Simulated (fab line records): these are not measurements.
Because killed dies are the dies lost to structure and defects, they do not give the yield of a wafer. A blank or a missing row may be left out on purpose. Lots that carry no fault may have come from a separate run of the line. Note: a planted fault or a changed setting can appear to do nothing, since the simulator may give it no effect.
Matching of chambers -- flow n5_finfet -- N5_BEOL_M7_DEP_56 on pecvd-02: 3 sister chambers
The step deposits SiCN from 3MS/NH3, target thk 10 nm, time 17.5 s. 14 wafers are shown with their chamber, then 7 later ones without.

EACH WAFER AND ITS CHAMBER
wafer,chamber,throttle_valve_pct (%),showerhead_plenum_p_Torr (Torr),chamber_pressure_Torr (Torr)
L491.2,1,8.70,3.665,3.008
L491.3,0,9.14,3.661,2.999
L491.5,1,8.91,3.672,3.001
L492.2,1,8.85,3.665,3.010
L492.4,2,8.28,3.658,3.006
L492.6,0,9.04,3.659,2.990
L498.2,2,8.48,3.669,2.992
L498.3,1,9.01,3.676,3.003
L498.5,0,9.01,3.655,2.996
L502.1,1,8.97,3.667,3.006
L502.4,1,9.01,3.676,3.002
L502.5,0,8.95,3.656,2.991
L506.2,2,8.84,3.666,3.006
L506.3,1,8.82,3.660,3.000

SIGNATURES, as means of the wafers listed above
reading,chamber 0,chamber 1,chamber 2,scatter within a chamber
throttle_valve_pct,9.0350,8.8957,8.5333,0.153
showerhead_plenum_p_Torr,3.65775,3.66871,3.66433,0.00532
chamber_pressure_Torr,2.99400,3.00429,3.00133,0.00496
Rule: distance of a wafer from a chamber = root of the sum over the readings of ((wafer's reading minus chamber's mean) / reading's scatter) squared. The wafer belongs to the nearest chamber; if the next one is less than 2 further off, it can't be placed. The scatter: take each reading less its chamber's mean, square it, sum over the shown wafers, divide by the number of wafers less the number of chambers, and take the root.

WAFERS WITHOUT THEIR CHAMBER
wafer,throttle_valve_pct (%),showerhead_plenum_p_Torr (Torr),chamber_pressure_Torr (Torr)
L506.4,8.53,3.665,3.007
L507.1,8.80,3.668,3.004
L507.3,8.85,3.658,3.003
L507.6,9.07,3.676,2.997
L508.2,8.60,3.665,2.997
L508.5,8.70,3.670,2.996
L508.6,9.06,3.682,2.993

WHICH CHAMBER EACH WENT THROUGH
wafer,from the rows above,in truth
L506.4,can't be placed: 2 or 1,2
L507.1,can't be placed: 1 or 2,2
L507.3,can't be placed: 1 or 0 or 2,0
L507.6,can't be placed: 1 or 0 or 2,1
L508.2,can't be placed: 2 or 1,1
L508.5,can't be placed: 2 or 1 or 0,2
L508.6,can't be placed: 1 or 0 or 2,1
0 of 7 placed correctly. Cannot be placed on the basis of these rows: 7; the candidates contain the true chamber in 7. Number placed wrongly: 0.
